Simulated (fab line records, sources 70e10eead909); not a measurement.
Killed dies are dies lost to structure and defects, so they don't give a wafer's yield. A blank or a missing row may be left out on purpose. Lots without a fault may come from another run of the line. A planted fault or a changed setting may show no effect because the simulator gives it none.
fab line records | flow nand_harc
record lots=14 wafers=42 last_day=33
route steps=1302 shown A_BLC@1136 A_M0@1154 A_M1@1169
lots that met no fault: from a run of the same line without faults
start_h: hours from the record's first day to the start of the lot's first wafer shown | wait_h: hours since the lot's step before | " the same as in the row above | L1.1+2: a row that stands for several wafers | - no value, or no start given | * or withheld: withheld | < > ~ a bound
route shown NAME@n: a module of which the file shows steps, and the number in the route of the first | usual: mean/standard deviation of fault-free wafers | same: alike in all rows | chamber/n: place in a boat | sites: the reading at each site | _std_site: their standard deviation | _edge_site: outer sites' mean less inner sites' | radius_mm: how far each site lies from the wafer's centre | mask NAME#n: copy n | behind: the tool/chamber that last shaped the wafer | hold: why the lot was held/for how many hours/how that ended | device: the transistor (n, p or np) that didn't switch | end of line: the same wafers' tests at the end of the route | a step without rows: its recipe alone | killed: dies lost to structure and defects at the first sort, not the wafer's yield | map: a wafer's dies, x killed, . not, _ none there
set.NAME: the setting as run; set.NAME@STEP: as run at that earlier step | model.NAME: the simulator's own value behind a step, which no gauge read
steps of the route over a sample of lots; a table a step, a row a wafer
services: from which hour (start_h, from the record's first day; less than 0 if before it) a tool's chamber was out of use, for how many hours, and why
## steps
# step NHARC_A_BLC_INSPECT_28
# usual raw_defect_count=527/140
# columns lot.wafer tool chamber start_h wait_h raw_defect_count
L271.1 defect_inspect-02 - 532.17 0.1 336
L271.2 " - " " 392
L271.5 " - " " 401
L272.1 defect_inspect-01 - 534.71 0.1 672
L272.4 " - " " 553
L272.6 " - " " 584
L275.1 defect_inspect-02 - 545.75 0.1 399
L275.2 " - " " 544
L275.6 " - " " 408
L273.2 defect_inspect-01 - 548.06 0.1 468
L273.3 " - " " 490
L273.4 " - " " 540
L274.1 defect_inspect-02 - 556.77 0.1 376
L274.2 " - " " 528
L274.3 " - " " 417
L276.2 defect_inspect-01 - 588.06 0.1 595
L276.5 " - " " 600
L276.6 " - " " 579
L277.1 defect_inspect-01 - 593.84 0.1 735
L277.2 " - " " 525
L277.4 " - " " 959
L278.1 defect_inspect-02 - 595.68 0.1 540
L278.3 " - " " 494
L278.5 " - " " 553
L279.2 defect_inspect-01 - 610.78 0.1 493
L279.4 " - " " 583
L279.5 " - " " 646
L280.1 defect_inspect-01 - 617.26 0.1 398
L280.2 " - " " 352
L280.4 " - " " 355
L291.1 defect_inspect-01 - 730.00 0.1 680
L291.3 " - " " 557
L291.6 " - " " 611
L293.1 defect_inspect-02 - 741.54 0.1 609
L293.4 " - " " 774
L293.6 " - " " 974
L292.3 defect_inspect-01 - 741.95 0.1 700
L292.4 " - " " 747
L292.5 " - " " 358
L294.3 defect_inspect-01 - 742.56 0.1 496
L294.4 " - " " 422
L294.6 " - " " 490
# step NHARC_A_M0_STRIP_18
# recipe power_w=1000 n2_flow_sccm=150 h2_flow_sccm=150 ar_flow_sccm=0 bias_w=0 chemistry=N2/H2
# usual chamber_pressure_mTorr=30.002/0.028 drypump_motor_current_A=5.7/0.55 n2_flow_sccm=150.0/0.45 oes_product_au=1.000/0.0098 rf_vpp_V=90.8/0.97 showerhead_plenum_p_Torr=2.06/0.09 throttle_valve_pct=14.171/0.0093
# same bias_w=0
# columns lot.wafer tool chamber start_h wait_h chamber_pressure_mTorr drypump_motor_current_A n2_flow_sccm oes_product_au rf_hours_counter_h rf_vpp_V showerhead_plenum_p_Torr throttle_valve_pct
L271.2 rie_diel-01 3 533.66 0.1 29.992 4.7 149.9 0.992 8 90.6 2.08 14.193
L271.1 " 1 " " 30.022 5.1 149.0 0.983 7 91.7 2.19 14.173
L271.5 " 2 " " 30.020 5.9 150.2 1.007 - 92.1 2.19 14.183
L272.1 rie_diel-05 1 536.05 0.1 30.019 6.0 149.5 0.992 5 91.3 1.97 14.162
L272.4 " 2 " " 29.965 6.3 150.1 0.996 6 92.4 2.12 14.184
L272.6 " 1 " " 30.019 6.0 149.8 0.994 - 90.8 1.97 14.190
L275.2 rie_diel-05 0 547.25 0.1 30.003 6.0 149.9 1.011 7 90.5 2.05 14.175
L275.1 " 1 " " 30.022 6.0 151.4 1.003 6 91.2 1.97 14.177
L275.6 " 0 " " 30.000 6.0 150.0 1.013 - 90.8 2.06 14.165
L273.2 rie_diel-01 2 549.52 0.1 29.946 5.9 149.6 0.999 9 92.0 2.19 14.189
L273.3 " 3 " " 29.971 4.8 149.6 1.005 9 91.3 2.08 14.167
L273.4 " 2 " " 29.982 5.9 149.7 1.005 - 92.4 2.19 14.158
L274.1 rie_diel-05 2 558.10 0.1 29.985 6.4 149.6 1.009 7 91.9 2.12 14.185
L274.3 " 3 " " 30.032 6.1 150.0 0.995 7 90.0 2.11 14.173
L274.2 " 0 " " 29.996 6.0 149.1 1.003 7 89.5 2.06 14.178
L276.2 rie_diel-01 2 589.42 0.1 30.014 5.9 150.7 0.992 2 91.2 2.19 14.168
L276.6 " 0 " " 30.049 4.8 149.2 0.999 - 90.5 1.94 14.160
L276.5 " 3 " " 30.009 4.8 149.5 1.010 - 89.6 2.08 14.158
L277.2 rie_diel-07 0 595.18 0.1 30.029 5.7 150.3 0.976 8 89.3 1.92 14.164
L277.1 " 2 " " 30.052 6.4 149.3 0.994 7 91.6 1.92 14.177
L277.4 " 3 " " 30.034 5.4 149.8 0.990 8 90.8 1.97 14.160
L278.1 rie_diel-07 3 597.32 0.1 30.009 5.4 150.5 0.978 8 89.9 1.97 14.161
L278.3 " 0 " " 29.956 5.7 150.5 0.978 8 89.1 1.92 14.171
L278.5 " 1 " " 30.028 5.8 149.5 1.004 - 89.9 2.04 14.174
L279.4 rie_diel-05 3 612.27 0.1 30.022 6.1 150.5 1.014 1 89.7 2.11 14.165
L279.2 " 1 " " 29.970 6.0 149.9 1.004 1 89.0 1.97 14.170
L279.5 " 3 " " 29.920 6.1 150.0 1.004 - 92.4 2.11 14.167
L280.2 rie_diel-01 1 618.72 0.1 30.016 5.1 150.0 1.002 1 91.2 2.19 14.169
L280.1 " 2 " " 29.979 5.9 149.7 1.013 4 91.7 2.19 14.172
L280.4 " 3 " " 30.012 4.8 149.9 1.017 4 90.3 2.08 14.170
L291.3 rie_diel-01 0 731.33 0.1 29.984 4.8 150.1 0.994 13 89.5 1.94 14.157
L291.1 " 2 " " 29.962 5.9 149.6 1.015 12 92.1 2.19 14.164
L291.6 " 1 " " 30.002 5.1 149.7 0.992 - 91.1 2.18 14.166
L293.4 rie_diel-05 3 743.03 0.1 30.009 6.1 150.2 0.998 6 92.5 2.11 14.160
L293.1 " 0 " " 30.063 6.0 150.0 0.991 6 91.8 2.05 14.159
L293.6 " 2 " " 30.060 6.3 149.6 1.001 - 90.5 2.12 14.162
L292.4 rie_diel-01 3 743.83 0.4 30.033 4.7 150.3 1.010 12 88.7 2.07 14.173
L292.3 " 0 " " 30.001 4.8 150.0 0.998 13 91.7 1.94 14.188
L292.5 " 2 " " 30.014 5.9 149.9 1.005 - 91.3 2.19 14.180
L294.3 rie_diel-01 0 744.10 0.1 30.006 4.8 150.7 1.000 0 90.0 1.94 14.166
L294.4 " 1 " " 30.027 5.1 149.9 0.987 - 91.5 2.18 14.176
L294.6 " 0 " " 30.002 4.8 150.2 0.997 - 90.1 1.94 14.157
# step NHARC_A_M0_THK_MEAS_24
# recipe thk_meas_gauge=xrf
# usual thk_nm=113.9/1.4
# columns lot.wafer tool chamber start_h wait_h thk_nm
L271.1 film_metro-02 - 535.62 - 113.3
L271.2 " - " " 114.1
L271.5 " - " " 115.1
L272.1 film_metro-01 - 537.99 - 116.9
L272.4 " - " " 114.0
L272.6 " - " " 113.3
L275.1 film_metro-01 - 549.20 - 114.2
L275.2 " - " " 112.8
L275.6 " - " " 114.6
L273.2 film_metro-01 - 551.51 - 114.1
L273.3 " - " " 114.6
L273.4 " - " " 114.4
L274.1 film_metro-01 - 560.04 - 115.9
L274.2 " - " " 113.2
L274.3 " - " " 114.0
L276.2 film_metro-01 - 591.39 - 112.7
L276.5 " - " " 112.0
L276.6 " - " " 113.9
L277.1 film_metro-02 - 597.12 - 114.9
L277.2 " - " " 115.9
L277.4 " - " " 110.3
L278.1 film_metro-02 - 599.21 - 111.9
L278.3 " - " " 111.5
L278.5 " - " " 114.0
L279.2 film_metro-02 - 614.21 - 113.2
L279.4 " - " " 115.1
L279.5 " - " " 116.6
L280.1 film_metro-01 - 620.67 - 114.7
L280.2 " - " " 113.5
L280.4 " - " " 113.1
L291.1 film_metro-02 - 733.30 - 112.4
L291.3 " - " " 113.3
L291.6 " - " " 111.6
L293.1 film_metro-01 - 744.96 - 111.0
L293.4 " - " " 115.3
L293.6 " - " " 114.8
L294.3 film_metro-01 - 746.07 - 113.1
L294.4 " - " " 112.6
L294.6 " - " " 115.3
L292.3 film_metro-02 - 746.38 - 111.8
L292.4 " - " " 112.6
L292.5 " - " " 114.5
# step NHARC_A_M1_DEP_00
# recipe target_thk_a=1825 target_thk_nm=182.5 temp_c=withheld pressure_torr=5 flow_sccm=200 rf_w=600 material=SiOC
# usual chamber_pressure_Torr=4.999/0.01 rf_fwd_power_W=599.0/1.8
# columns lot.wafer tool chamber start_h wait_h chamber_pressure_Torr rf_fwd_power_W since_wet_clean_h
L271.2 pecvd-03 0 536.34 - 5.005 596.7 157
L271.1 " 2 " " 4.999 600.4 157
L271.5 " 1 " " 4.998 601.5 -
L272.1 pecvd-01 0 538.80 - 5.008 598.5 34
L272.4 " 1 " " 4.996 598.6 -
L272.6 " 0 " " 4.991 599.2 -
L275.2 pecvd-01 0 549.91 - 4.973 599.1 45
L275.1 " 1 " " 5.001 603.2 45
L275.6 " 2 " " 5.006 597.9 -
L273.2 pecvd-01 2 552.39 - 5.011 599.1 47
L273.3 " 1 " " 5.000 599.7 47
L273.4 " 2 " " 5.004 598.7 -
L274.2 pecvd-03 1 560.74 - 5.022 601.1 1
L274.1 " 2 " " 4.991 600.8 1
L274.3 " 0 " " 5.012 599.6 1
L276.2 pecvd-01 1 592.17 - 5.011 596.1 87
L276.6 " 2 " " 4.990 601.1 -
L276.5 " 0 " " 4.999 597.2 -
L277.2 pecvd-01 2 597.85 - 5.000 599.1 93
L277.1 " 0 " " 5.019 602.0 93
L277.4 " 1 " " 5.000 602.4 -
L278.1 pecvd-03 2 599.93 - 4.992 599.7 40
L278.3 " 0 " " 5.002 598.3 40
L278.5 " 1 " " 4.992 598.5 -
L279.2 pecvd-03 2 615.02 - 5.011 597.0 55
L279.4 " 0 " " 4.977 599.8 -
L279.5 " 2 " " 5.012 597.9 -
L280.1 pecvd-02 0 621.36 - 4.989 600.2 19
L280.2 " 2 " " 4.978 598.0 19
L280.4 " 2 " " 4.998 596.8 -
L291.1 pecvd-01 1 734.08 - - - -
L291.3 " 1 " " - - -
L291.6 " 2 " " - - -
L293.1 pecvd-03 0 745.77 - 4.999 597.4 5
L293.4 " 1 " " 4.986 598.9 -
L293.6 " 2 " " 5.012 600.0 -
L294.3 pecvd-01 0 746.86 - 5.011 600.2 61
L294.4 " 1 " " 5.007 599.8 -
L294.6 " 2 " " 5.014 601.4 -
L292.3 pecvd-01 0 747.52 - - - -
L292.4 " 1 " " - - -
L292.5 " 0 " " - - -
## services
# columns tool chamber start_h hours kind
rie_diel-01 1 539.59 66.8 repair
rie_diel-07 1 539.78 1.9 repair
pecvd-03 - 547.04 13.0 pm
rie_diel-01 - 557.80 9.0 pm
rie_diel-07 2 560.53 1.2 repair
rie_diel-01 - 572.00 0.5 repair
rie_diel-01 2 578.11 3.1 repair
rie_diel-05 - 583.60 9.0 pm
rie_diel-07 1 583.97 4.8 repair
pecvd-02 - 589.55 13.0 pm
rie_diel-07 1 616.88 4.2 repair
pecvd-01 - 624.61 0.8 repair
rie_diel-07 - 648.35 9.0 pm
pecvd-03 - 656.17 0.4 repair
rie_diel-01 3 663.38 3.8 repair
rie_diel-01 2 667.99 6.2 repair
rie_diel-07 0 669.07 4.9 repair
pecvd-01 - 673.27 13.0 pm
pecvd-01 0 673.27 13.0 vent_cycle
pecvd-01 1 673.27 13.0 vent_cycle
rie_diel-07 0 708.39 3.3 repair
pecvd-03 - 728.04 13.0 pm
pecvd-01 0 732.04 4.3 repair
rie_diel-01 - 734.80 9.0 pm
## key
first_sign step=NHARC_A_M1_DEP_00 reading=tool_record direction=missing
effect none on later readings
met_at NHARC_A_M1_DEP_00
struck_lots L291,L292
later_rows_left_out L291.1,L291.3,L291.6,L292.3,L292.4,L292.5
sort_left_out L291.1,L291.3,L291.6,L292.3,L292.4,L292.5
loop_trim step=NHARC_A_BLC_EXPOSE_07 setting=dose lots=L292
not_acting_at NHARC_A_BLC_INSPECT_28,NHARC_A_M0_STRIP_18,NHARC_A_M0_THK_MEAS_24
onset_between 597.85 734.08
fault kind=skipped_step_whole tool=pecvd-01 chamber=- onset_h=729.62 steps=NHARC_A_M1_DEP_00 scope=struck_lots_only
# sort_left_out: the simulated sort isn't trusted on such a fault, so these wafers' sort isn't shown, and their yield isn't known
# later_rows_left_out: the simulator's readings of these wafers behind a module that went badly wrong aren't trusted and aren't shown, but for the sort
# loop_trim: a control loop set the setting to another value than it would have without faults
